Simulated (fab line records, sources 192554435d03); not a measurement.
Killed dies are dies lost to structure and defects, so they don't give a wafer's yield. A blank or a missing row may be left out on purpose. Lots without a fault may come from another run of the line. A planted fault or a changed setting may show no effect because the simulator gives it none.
fab line records | flow n5_finfet
record lots=5 wafers=15 last_day=19
route steps=1938 shown BEOL_M3@960 BEOL_M4@1111 PASSIVATION@1936
lots that met no fault: from a run of the same line without faults
start_h: hours from the record's first day to the start of the lot's first wafer shown | wait_h: hours since the lot's step before | " the same as in the row above | L1.1+2: a row that stands for several wafers | - no value, or no start given | * or withheld: withheld | < > ~ a bound
route shown NAME@n: a module of which the file shows steps, and the number in the route of the first | usual: mean/standard deviation of fault-free wafers | same: alike in all rows | chamber/n: place in a boat | sites: the reading at each site | _std_site: their standard deviation | _edge_site: outer sites' mean less inner sites' | radius_mm: how far each site lies from the wafer's centre | mask NAME#n: copy n | behind: the tool/chamber that last shaped the wafer | hold: why the lot was held/for how many hours/how that ended | device: the transistor (n, p or np) that didn't switch | end of line: the same wafers' tests at the end of the route | a step without rows: its recipe alone | killed: dies lost to structure and defects at the first sort, not the wafer's yield | map: a wafer's dies, x killed, . not, _ none there
set.NAME: the setting as run; set.NAME@STEP: as run at that earlier step | model.NAME: the simulator's own value behind a step, which no gauge read
lots at some steps of the route; a table a step, a row a wafer
services: from which hour (start_h, from the record's first day; less than 0 if before it) a tool's chamber was out of use, for how many hours, and why
## steps
# step N5_BEOL_M3_COAT_22
# recipe resist=CAR-EUV spin_rpm=1500 resist_thk_nm=30
# step N5_BEOL_M3_EBR_24
# recipe solvent=PGMEA ebr_width_mm=1.5
# step N5_BEOL_M3_SOFTBAKE_23
# recipe temp_c=110 time_s=60 resist=CAR-EUV
# step N5_BEOL_M3_EXPOSE_25
# recipe mask_id=V2 na=0.33 source_shape=quasar sigma_inner=0.2 sigma_outer=0.8 polarization=unpolarized defocus_nm=5 dose_mj=63
# step N5_BEOL_M3_PEB_26
# recipe peb_temp_c=100 peb_time_s=60 resist=CAR-EUV
# step N5_BEOL_M3_DEVELOP_27
# recipe develop_time_s=30 developer=TMAH resist=CAR-EUV rinse_liquid=surfactant_rinse dry=air_spin dev_temp_c=23
# step N5_BEOL_M3_CD_MEAS_28
# recipe target_cd_nm=25.7 landing_energy_ev=500 detector=se_inlens target_cd_y_nm=23.3 polarity=opening
# usual cd_nm=25.68/0.21
# same landing_energy_ev=500
# columns lot.wafer tool chamber start_h wait_h cd_nm
L789.1 cd_sem-01 0 177.24 - 25.47
L789.3 " 0 " " 25.89
L789.4 " 0 " " 25.56
L795.2 cd_sem-03 0 200.65 - 25.70
L795.4 " 0 " " 25.67
L795.5 " 0 " " 25.91
L806.3 cd_sem-01 0 262.98 - 25.45
L806.5 " 0 " " 25.85
L806.6 " 0 " " 25.78
L809.3 cd_sem-01 0 280.91 - 25.42
L809.4 " 0 " " 25.48
L809.6 " 0 " " 25.60
L812.1 cd_sem-01 0 294.58 - 25.66
L812.2 " 0 " " 25.45
L812.6 " 0 " " 25.66
# step N5_BEOL_M3_OVL_MEAS_29
# recipe points_per_wafer=522
# usual V2_OVL=0.5/0.62
# columns lot.wafer tool chamber start_h wait_h V2_OVL[nm]
L789.1 overlay-02 0 177.27 0.0 0.3
L789.3 " 0 " " -0.2
L789.4 " 0 " " 0.4
L795.2 overlay-02 0 200.69 0.0 -0.6
L795.4 " 0 " " 0.9
L795.5 " 0 " " 0.2
L806.3 overlay-02 0 263.02 0.0 0.9
L806.5 " 0 " " 1.2
L806.6 " 0 " " 0.7
L809.3 overlay-01 0 280.95 0.0 -0.1
L809.4 " 0 " " 0.7
L809.6 " 0 " " -0.1
L812.1 overlay-02 0 294.61 0.0 0.6
L812.2 " 0 " " -0.1
L812.6 " 0 " " -0.9
# step N5_BEOL_M3_INSPECT_30
# recipe mode=adi inspect_instrument=brightfield
# usual raw_defect_count=441/110
# columns lot.wafer tool chamber start_h wait_h raw_defect_count
L789.1 defect_inspect-02 - 177.33 0.1 321
L789.3 " - " " 372
L789.4 " - " " 387
L795.2 defect_inspect-01 - 200.74 0.0 463
L795.4 " - " " 533
L795.5 " - " " 432
L806.3 defect_inspect-01 - 263.06 0.0 430
L806.5 " - " " 633
L806.6 " - " " 652
L809.3 defect_inspect-02 - 281.00 0.0 574
L809.4 " - " " 399
L809.6 " - " " 407
L812.1 defect_inspect-02 - 294.67 0.1 436
L812.2 " - " " 557
L812.6 " - " " 594
# step N5_BEOL_M3_DESCUM_33
# recipe chemistry=O2 time_s=7 source_power_w=50 bias_power_w=20 pressure_mtorr=20 rf_frequency_hz=2.712e+07 temp_c=40 resist=CAR-EUV o2_flow_sccm=225
# usual drypump_motor_current_A=5.8/0.49 oes_product_au=0.79/0.075 rf_vpp_V=243.1/1.4 showerhead_plenum_p_Torr=2.10/0.064 throttle_valve_pct=20.44/0.27
# columns lot.wafer tool chamber start_h wait_h drypump_motor_current_A oes_product_au rf_hours_counter_h rf_vpp_V showerhead_plenum_p_Torr throttle_valve_pct
L789.1 rie_diel-01 2 177.36 0.0 5.9 0.78 99 245.3 2.21 20.54
L789.3 " 3 " " 6.3 0.88 39 243.4 2.05 20.12
L789.4 " 1 " " 5.8 0.70 189 243.2 2.00 20.63
L795.2 rie_diel-03 1 200.77 0.0 5.0 0.82 102 241.0 2.02 20.71
L795.4 " 0 " " 5.5 0.91 20 243.8 2.13 20.29
L795.5 " 0 " " 5.5 0.92 - 243.8 2.13 20.26
L806.3 rie_diel-06 2 263.10 0.0 6.0 0.73 181 245.0 2.15 20.25
L806.5 " 0 " " 6.6 0.88 - 243.8 2.12 19.83
L806.6 " 1 " " 5.2 0.88 - 243.8 2.13 20.52
L809.3 rie_diel-01 1 281.03 0.0 5.8 0.70 220 241.4 1.99 20.68
L809.4 " 1 " " 5.8 0.69 - 240.4 1.99 20.67
L809.6 " 3 " " 6.2 0.84 - 242.2 2.04 20.16
L812.1 rie_diel-01 0 294.70 0.0 6.1 0.69 209 241.8 2.10 20.84
L812.2 " 1 " " 5.8 0.68 227 240.2 1.99 20.69
L812.6 " 2 " " 5.9 0.75 - 244.7 2.20 20.60
# step N5_BEOL_M3_ETCH_77
# recipe chemistry=N2/H2 target=underlayer target_depth_a=65 mask_material=CAR-EUV time_s=5.2 ion_energy_ev=200 pressure_mtorr=30 source_w=840 bias_w=150 n2_flow_sccm=200 h2_flow_sccm=200 ends=cleared
# usual drypump_motor_current_A=5.8/0.49 etch_rf_on_time_s=5.23/0.13 oes_product_au=0.67/0.065 rf_vpp_V=523.8/2.6 showerhead_plenum_p_Torr=2.54/0.08 throttle_valve_pct=17.82/0.25
# columns lot.wafer tool chamber start_h wait_h drypump_motor_current_A etch_rf_on_time_s oes_product_au rf_hours_counter_h rf_vpp_V showerhead_plenum_p_Torr throttle_valve_pct
L789.1 rie_diel-01 2 177.39 0.0 5.9 5.36 0.68 99 529.1 2.66 17.79
L789.3 " 3 " " 6.2 5.19 0.75 39 524.6 2.47 17.37
L789.4 " 1 " " 5.8 5.16 0.61 189 520.8 2.43 18.02
L795.2 rie_diel-03 1 200.81 0.0 5.0 5.05 0.70 102 519.9 2.46 18.11
L795.4 " 0 " " 5.5 5.24 0.77 20 523.1 2.61 17.72
L795.5 " 0 " " 5.5 5.27 0.77 - 523.1 2.61 17.76
L806.3 rie_diel-06 2 263.13 0.0 6.0 5.30 0.61 181 527.3 2.64 17.85
L806.5 " 0 " " 6.6 5.34 0.74 - 526.4 2.60 17.39
L806.6 " 1 " " 5.2 4.99 0.76 - 525.5 2.59 18.03
L809.3 rie_diel-01 1 281.06 0.0 5.8 5.05 0.60 220 519.8 2.42 18.11
L809.4 " 1 " " 5.8 5.04 0.61 - 519.9 2.42 18.11
L809.6 " 3 " " 6.3 5.17 0.71 - 523.6 2.46 17.42
L812.1 rie_diel-01 0 294.74 0.0 6.1 5.31 0.58 209 522.7 2.52 18.09
L812.2 " 1 " " 5.8 5.10 0.60 227 517.2 2.42 18.11
L812.6 " 2 " " 5.8 5.39 0.65 - 525.5 2.65 17.83
# step N5_BEOL_M3_ETCH_69
# recipe chemistry=CF4 target=SiARC target_depth_a=156 mask_material=CAR-EUV time_s=26 ion_energy_ev=80 pressure_mtorr=40 source_w=545 bias_w=36 Ar_flow_sccm=100 cf4_flow_sccm=100 ends=cleared
# usual drypump_motor_current_A=5.8/0.49 etch_rf_on_time_s=26.2/0.65 mfc_ar_sccm=100.02/0.29 oes_product_au=0.67/0.066 rf_vpp_V=184.1/1.3 showerhead_plenum_p_Torr=2.14/0.065 throttle_valve_pct=15.59/0.24
# columns lot.wafer tool chamber start_h wait_h drypump_motor_current_A etch_rf_on_time_s mfc_ar_sccm oes_product_au rf_hours_counter_h rf_vpp_V showerhead_plenum_p_Torr throttle_valve_pct
L789.1 rie_diel-01 2 177.41 0.0 5.9 26.6 100.18 0.67 99 186.0 2.24 15.66
L789.3 " 3 " " 6.3 26.0 99.37 0.75 39 183.2 2.09 15.21
L789.4 " 1 " " 5.8 25.4 100.15 0.62 189 181.5 2.06 15.82
L795.2 rie_diel-03 1 200.82 0.0 5.0 25.3 100.27 0.70 102 180.9 2.07 15.78
L795.4 " 0 " " 5.5 26.0 100.84 0.77 20 184.1 2.18 15.44
L795.5 " 0 " " 5.5 26.1 100.43 0.77 - 183.7 2.18 15.43
L806.3 rie_diel-06 2 263.15 0.0 5.9 26.9 99.46 0.62 181 185.1 2.23 15.70
L806.5 " 0 " " 6.6 26.5 99.55 0.74 - 185.0 2.18 15.10
L806.6 " 1 " " 5.2 24.7 100.14 0.78 - 183.4 2.19 15.72
L809.3 rie_diel-01 1 281.08 0.0 5.8 25.1 99.79 0.61 220 183.0 2.05 15.88
L809.4 " 1 " " 5.8 25.2 99.54 0.60 - 182.7 2.05 15.86
L809.6 " 3 " " 6.2 25.7 100.03 0.72 - 182.3 2.08 15.28
L812.1 rie_diel-01 0 294.76 0.0 6.0 26.8 100.06 0.58 209 183.1 2.12 15.89
L812.2 " 1 " " 5.8 25.7 100.11 0.60 227 181.8 2.05 15.90
L812.6 " 2 " " 5.8 26.7 99.94 0.63 - 184.5 2.23 15.71
# step N5_BEOL_M3_ALD_98
# recipe material=SiO2 target_thk_a=25 temp_c=100 ald_precursor_family=BDEAS ald_co_reactant=O2-plasma pulse_time_s=1 co_reactant_pulse_time_s=1 purge_time_s=2 co_reactant_purge_time_s=2 ald_cycles=17 pressure_torr=2
# usual heater_power_w=80/5.7 precursor_pulse_height_rel=1.005/0.018 susceptor_temp_C=100.03/0.13
# same co_reactant_pulse_time_s=1
# columns lot.wafer tool chamber start_h wait_h heater_power_w precursor_pulse_height_rel susceptor_temp_C
L789.1 ald_sin-01 3 177.49 0.1 93 1.012 100.01
L789.3 " 1 " " 85 1.007 99.98
L789.4 " 0 " " 81 1.021 99.78
L795.2 ald_sin-03 1 201.38 0.5 81 1.027 100.09
L795.4 " 3 " " 80 0.987 100.09
L795.5 " 3 " " 79 1.011 100.03
L806.3 ald_sin-03 2 263.23 0.1 78 1.036 99.98
L806.5 " 1 " " 91 0.977 105.47
L806.6 " 0 " " 71 1.036 99.96
L809.3 ald_sin-01 3 281.16 0.1 96 0.999 99.73
L809.4 " 2 " " 77 0.988 100.09
L809.6 " 0 " " 81 0.986 100.00
L812.1 ald_sin-02 3 295.35 0.6 81 1.021 100.16
L812.2 " 2 " " 84 0.994 99.74
L812.6 " 1 " " 84 0.993 100.11
# step N5_BEOL_M3_ETCHBACK_99
# recipe chemistry=CHF3 target=SiO2 target_depth_a=50 time_s=10.4 source_w=215 bias_w=47 Ar_flow_sccm=200 CHF3_flow_sccm=12 ion_energy_ev=100 pressure_mtorr=30
# usual drypump_motor_current_A=5.7/0.52 mfc_ar_sccm=199.9/0.55 oes_product_au=0.79/0.076 rf_vpp_V=242/3.2 showerhead_plenum_p_Torr=2.15/0.07 throttle_valve_pct=17.06/0.26
# columns lot.wafer tool chamber start_h wait_h drypump_motor_current_A mfc_ar_sccm oes_product_au rf_hours_counter_h rf_vpp_V showerhead_plenum_p_Torr throttle_valve_pct
L789.1 rie_diel-06 1 184.43 6.9 5.2 200.1 0.93 11 236 2.22 17.19
L789.3 " 3 " " 6.0 199.5 0.75 149 244 2.14 16.93
L789.4 " 0 " " 6.6 200.0 0.90 33 241 2.19 16.44
L795.2 rie_diel-01 0 205.57 4.1 6.1 200.2 0.69 180 245 2.13 17.22
L795.4 " 1 " " 5.8 199.8 0.72 198 241 2.06 17.27
L795.5 " 2 " " 5.8 200.1 0.77 - 246 2.25 17.14
L806.3 rie_diel-06 0 269.77 6.5 6.7 199.6 0.87 57 239 2.18 16.48
L806.5 " 1 " " 5.2 200.3 0.90 - 235 2.21 17.24
L806.6 " 2 " " 6.0 200.2 0.73 - 245 2.26 17.21
L809.3 rie_diel-06 1 291.91 10.7 5.2 199.3 0.87 46 235 2.21 17.25
L809.4 " 3 " " 6.0 199.8 0.72 180 242 2.13 16.98
L809.6 " 0 " " 6.6 199.3 0.86 - 240 2.17 16.51
L812.1 rie_diel-01 0 309.57 14.2 6.0 199.1 0.68 213 245 2.12 17.28
L812.2 " 2 " " 5.8 199.8 0.74 142 243 2.24 17.16
L812.6 " 0 " " 6.0 200.3 0.68 - 245 2.12 17.28
# step N5_BEOL_M4_RC_MEAS_101
# usual DIBL_N=36.6/1.9 DIBL_P=36.7/2.2 IOFF_N=0.16/0.035 IOFF_P=0.22/0.038 ION_N=672/14 ION_P=462/8.3 SS_N=71.6/0.65 SS_P=73.5/0.72 VT_N=250/3.5 VT_P=-250/3.1
# columns lot.wafer tool chamber start_h wait_h DIBL_N[mV/V] DIBL_P[mV/V] IOFF_N[nA/um] IOFF_P[nA/um] ION_N[uA/um] ION_P[uA/um] SS_N[mV/dec] SS_P[mV/dec] VT_N[mV] VT_P[mV]
L789.1 prober-01 0 203.02 0.0 35.1 34.5 0.13 0.21 656 468 70.6 73.1 254 -248
L789.3 " 0 " " 36.3 36.1 0.15 0.23 659 457 70.9 73.7 251 -249
L789.4 " 0 " " 35.1 35.1 0.13 0.21 661 465 71.3 73.3 254 -249
L795.2 prober-02 0 226.61 0.2 34.6 34.5 0.13 0.19 665 456 71.6 73.2 252 -251
L795.4 " 0 " " 37.6 39.3 0.20 0.27 708 481 72.0 75.1 247 -246
L795.5 " 0 " " 34.7 34.1 0.14 0.18 654 457 71.1 73.0 252 -252
L806.3 prober-02 0 293.45 0.3 35.8 37.5 0.17 0.23 675 468 71.0 73.6 252 -250
L806.5 " 0 " " 37.8 39.9 0.21 0.29 677 461 72.5 75.2 246 -245
L806.6 " 0 " " 37.3 38.7 0.21 0.25 683 468 72.3 74.0 245 -246
L809.3 prober-01 0 319.41 0.3 37.1 38.1 0.17 0.23 690 473 71.7 74.3 249 -248
L809.4 " 0 " " 38.6 38.7 0.18 0.24 666 459 72.2 74.4 252 -248
L809.6 " 0 " " 37.3 36.9 0.15 0.21 660 452 71.0 74.1 254 -250
L812.1 prober-01 0 327.85 0.0 39.5 41.3 0.23 0.30 693 471 72.2 74.0 245 -245
L812.2 " 0 " " 34.9 35.8 0.13 0.19 670 464 71.5 73.0 251 -253
L812.6 " 0 " " 38.2 40.7 0.21 0.30 698 471 71.8 73.9 246 -245
# step N5_PASSIVATION_PROBE_49
# usual defect_limited_yield=91.6/1.4 killed_at_M0_to_M3=35/10 killed_at_M4_up=13/4.8 killed_at_contacts=12/7.2 killed_at_front_end=36/12 killed_at_other=4/3.1 killed_dies=100/17 killed_open=66/13 killed_short=32/7.3 sort_bin_5_function=5.0/0.94 sort_bin_6_memory=3.1/0.67 sort_n_pass=1080/17 sort_yield_pct=91.6/1.4
# same gross_dies=1180 killed_at_back_side=0 sort_bin_4_leakage[%]=0 sort_bin_8_speed[%]=0
# columns lot.wafer tool chamber start_h wait_h defect_limited_yield[%] killed_at_M0_to_M3 killed_at_M4_up killed_at_contacts killed_at_front_end killed_at_other killed_dies killed_open killed_short sort_bin_5_function[%] sort_bin_6_memory[%] sort_n_pass sort_yield_pct[%]
L789.1 prober-01 - 317.19 0.0 90.3 35 12 15 50 3 115 76 39 5.3 4.1 1065 90.3
L789.3 prober-01 - 317.29 0.1 90.8 48 12 23 25 0 108 71 37 5.8 3.1 1072 90.8
L789.4 prober-01 - 317.34 0.2 92.5 32 8 13 33 2 88 56 32 4.9 2.0 1092 92.5
L795.2 prober-02 - 342.26 0.1 91.0 40 12 15 37 2 106 77 27 5.1 3.4 1074 91.0
L795.4 prober-02 - 342.36 0.2 91.6 43 8 5 37 6 99 68 30 5.2 2.9 1081 91.6
L795.5 prober-02 - 342.41 0.2 93.5 30 6 5 29 7 77 52 22 3.9 2.3 1103 93.5
L806.3 prober-01 - 409.24 0.1 93.1 48 10 8 16 0 82 56 26 4.6 2.2 1098 93.1
L806.5 prober-01 - 409.34 0.2 93.5 31 5 9 30 2 77 55 22 4.3 1.8 1103 93.5
L806.6 prober-01 - 409.39 0.3 92.3 27 12 13 38 1 91 63 28 4.2 3.0 1089 92.3
L809.3 prober-02 - 438.64 0.1 95.1 22 8 3 20 5 58 35 22 2.4 2.2 1122 95.1
L809.4 prober-02 - 438.69 0.2 91.4 43 20 12 25 2 102 73 29 5.2 3.4 1078 91.4
L809.6 prober-02 - 438.79 0.3 94.3 24 9 13 19 2 67 42 25 2.7 2.9 1113 94.3
L812.1 prober-02 - 448.75 0.0 91.2 26 6 17 52 3 104 75 29 4.6 4.1 1076 91.2
L812.2 prober-02 - 448.80 0.1 89.7 31 21 18 46 5 121 86 35 6.2 3.8 1059 89.7
L812.6 prober-02 - 449.00 0.3 91.3 43 6 22 29 3 103 67 36 4.6 4.0 1077 91.3
# killed by level:class
L789.1 MOL_CONTACT_COAG:geometric_particle:open=14 FIN_SAQP:geometric_particle:short=11 FIN_SAQP:geometric_particle:open=9 BEOL_M1:geometric_particle:open=9 GATE_CUT:geometric_particle:short=8 BEOL_M0_SAQP:geometric_particle:open=8 BEOL_M4:geometric_particle:open=8 DUMMY_GATE:geometric_particle:open=5
L789.3 MOL_CONTACT_COAG:geometric_particle:open=20 BEOL_M1:geometric_particle:open=15 BEOL_M2:geometric_particle:open=9 BEOL_M0_SAQP:geometric_particle:open=7 FIN_SAQP:geometric_particle:short=5 BEOL_M0_SAQP:geometric_particle:short=5 DUMMY_GATE:geometric_particle:open=4 BEOL_M5:geometric_particle:short=4
L789.4 MOL_CONTACT_COAG:geometric_particle:open=12 BEOL_M0_SAQP:geometric_particle:open=11 FIN_SAQP:geometric_particle:short=8 FIN_SAQP:geometric_particle:open=8 BEOL_M0_SAQP:geometric_particle:short=6 BEOL_M1:geometric_particle:open=6 STI_FIN_REVEAL:geometric_particle:open=4 BEOL_M2:geometric_particle:open=4
L795.2 BEOL_M3:geometric_particle:open=15 MOL_CONTACT_COAG:geometric_particle:open=13 BEOL_M0_SAQP:geometric_particle:short=8 BEOL_M1:geometric_particle:open=7 FIN_SAQP:geometric_particle:open=6 DUMMY_GATE:geometric_particle:open=6 GATE_CUT:geometric_particle:short=6 GATE_CUT:geometric_particle:open=6
L795.4 STI_FIN_REVEAL:geometric_particle:open=17 BEOL_M0_SAQP:geometric_particle:open=9 BEOL_M1:geometric_particle:open=9 BEOL_M0_SAQP:geometric_particle:short=8 BEOL_M3:geometric_particle:open=6 DUMMY_GATE:geometric_particle:open=5 BEOL_M1:geometric_particle:short=5 BEOL_M2:geometric_particle:open=4
L795.5 BEOL_M3:geometric_particle:open=14 STI_FIN_REVEAL:geometric_particle:open=5 MOL_CONTACT_COAG:geometric_particle:open=5 GATE_CUT:geometric_particle:open=4 BEOL_M0_SAQP:geometric_particle:short=4 STARTING-WAFER:geometric_particle:short=4 FIN_SAQP:geometric_particle:open=3 BEOL_M0_SAQP:geometric_particle:open=3
L806.3 BEOL_M0_SAQP:geometric_particle:short=11 BEOL_M0_SAQP:geometric_particle:open=11 BEOL_M3:geometric_particle:open=10 BEOL_M1:geometric_particle:open=7 MOL_CONTACT_COAG:geometric_particle:open=6 GATE_CUT:geometric_particle:short=5 BEOL_M2:geometric_particle:open=5 BEOL_M4:geometric_particle:open=3
L806.5 BEOL_M0_SAQP:geometric_particle:open=10 BEOL_M1:geometric_particle:open=8 MOL_CONTACT_COAG:geometric_particle:open=7 FIN_SAQP:geometric_particle:short=6 FIN_SAQP:geometric_particle:open=6 DUMMY_GATE:geometric_particle:open=6 BEOL_M0_SAQP:geometric_particle:short=6 STI_FIN_REVEAL:geometric_particle:open=5
L806.6 STI_FIN_REVEAL:geometric_particle:open=15 MOL_CONTACT_COAG:geometric_particle:open=11 BEOL_M0_SAQP:geometric_particle:open=10 BEOL_M0_SAQP:geometric_particle:short=7 GATE_CUT:geometric_particle:open=3 GATE_CUT:geometric_particle:short=3 BEOL_M3:geometric_particle:open=3 BEOL_M3:geometric_particle:short=3
L809.3 BEOL_M2:geometric_particle:open=13 FIN_SAQP:geometric_particle:short=6 STI_FIN_REVEAL:geometric_particle:open=3 GATE_CUT:geometric_particle:short=3 MOL_CONTACT_COAG:geometric_particle:open=3 BEOL_M0_SAQP:geometric_particle:short=3 PASS1_DEP:geometric_particle:short=3 FIN_SAQP:geometric_particle:open=2
L809.4 MOL_CONTACT_COAG:geometric_particle:open=11 BEOL_M1:geometric_particle:open=10 FIN_SAQP:geometric_particle:short=8 FIN_SAQP:geometric_particle:open=7 BEOL_M2:geometric_particle:open=7 BEOL_M0_SAQP:geometric_particle:short=6 BEOL_M0_SAQP:geometric_particle:open=6 BEOL_M4:geometric_particle:open=6
L809.6 BEOL_M0_SAQP:geometric_particle:open=8 MOL_CONTACT_COAG:geometric_particle:open=7 BEOL_M0_SAQP:geometric_particle:short=7 STI_FIN_REVEAL:geometric_particle:open=6 MOL_CONTACT_COAG:geometric_particle:short=6 FIN_SAQP:geometric_particle:short=5 BEOL_M5:geometric_particle:open=5 BEOL_M2:geometric_particle:open=3
L812.1 MOL_CONTACT_COAG:geometric_particle:open=17 STI_FIN_REVEAL:geometric_particle:open=9 FIN_SAQP:geometric_particle:open=8 ILD0:geometric_particle:short=6 BEOL_M1:geometric_particle:open=6 FIN_SAQP:geometric_particle:short=5 DUMMY_GATE:geometric_particle:open=5 BEOL_M2:geometric_particle:open=5
L812.2 MOL_CONTACT_COAG:geometric_particle:open=14 FIN_SAQP:geometric_particle:open=10 STI_FIN_REVEAL:geometric_particle:open=8 BEOL_M1:geometric_particle:open=7 GATE_CUT:geometric_particle:short=7 BEOL_M3:geometric_particle:open=7 BEOL_M4:geometric_particle:open=6 GATE_CUT:geometric_particle:open=4
L812.6 MOL_CONTACT_COAG:geometric_particle:open=15 BEOL_M0:geometric_particle:open=11 BEOL_M0_SAQP:geometric_particle:open=8 MOL_CONTACT_COAG:geometric_particle:short=7 BEOL_M0_SAQP:geometric_particle:short=7 BEOL_M3:geometric_particle:open=6 FIN_SAQP:geometric_particle:short=5 DUMMY_GATE:geometric_particle:open=5
## services
# columns tool chamber start_h hours kind
ald_sin-02 3 163.38 5.8 repair
rie_diel-01 - 164.46 0.3 repair
rie_diel-06 3 170.12 4.2 repair
ald_sin-02 - 177.80 14.0 pm
ald_sin-02 0 177.80 14.0 vent_cycle
ald_sin-02 1 177.80 14.0 vent_cycle
ald_sin-02 2 177.80 14.0 vent_cycle
ald_sin-02 3 177.80 14.0 vent_cycle
ald_sin-02 0 191.80 - clean
ald_sin-02 1 191.80 - clean
ald_sin-03 - 209.92 6.1 pm
ald_sin-02 - 213.91 6.0 pm
rie_diel-06 2 224.10 3.8 repair
ald_sin-02 2 244.30 5.1 repair
ald_sin-02 1 256.14 11.6 repair
rie_diel-03 2 257.70 2.6 repair
ald_sin-01 0 270.56 5.0 repair
ald_sin-03 - 275.67 0.6 repair
ald_sin-02 0 279.07 6.1 repair
rie_diel-03 - 281.46 14.6 pm
ald_sin-02 0 290.57 11.4 repair
ald_sin-03 - 294.96 1.2 repair
ald_sin-02 1 298.60 8.6 repair
ald_sin-02 3 307.27 3.9 repair
## key
first_sign step=N5_BEOL_M3_ALD_98 reading=susceptor_temp_C direction=up sigmas=42 usual=* struck=*
effect none on later readings
met_at N5_BEOL_M3_ALD_98
struck_wafers L806.5
onset_between 201.38 263.23
fault kind=process_parameter_drift tool=ald_sin-03 chamber=1 onset_h=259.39 steps=N5_BEOL_M3_ALD_98 channel=temp_c offset=* shape=step end_h=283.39 acts_in=* stated=*
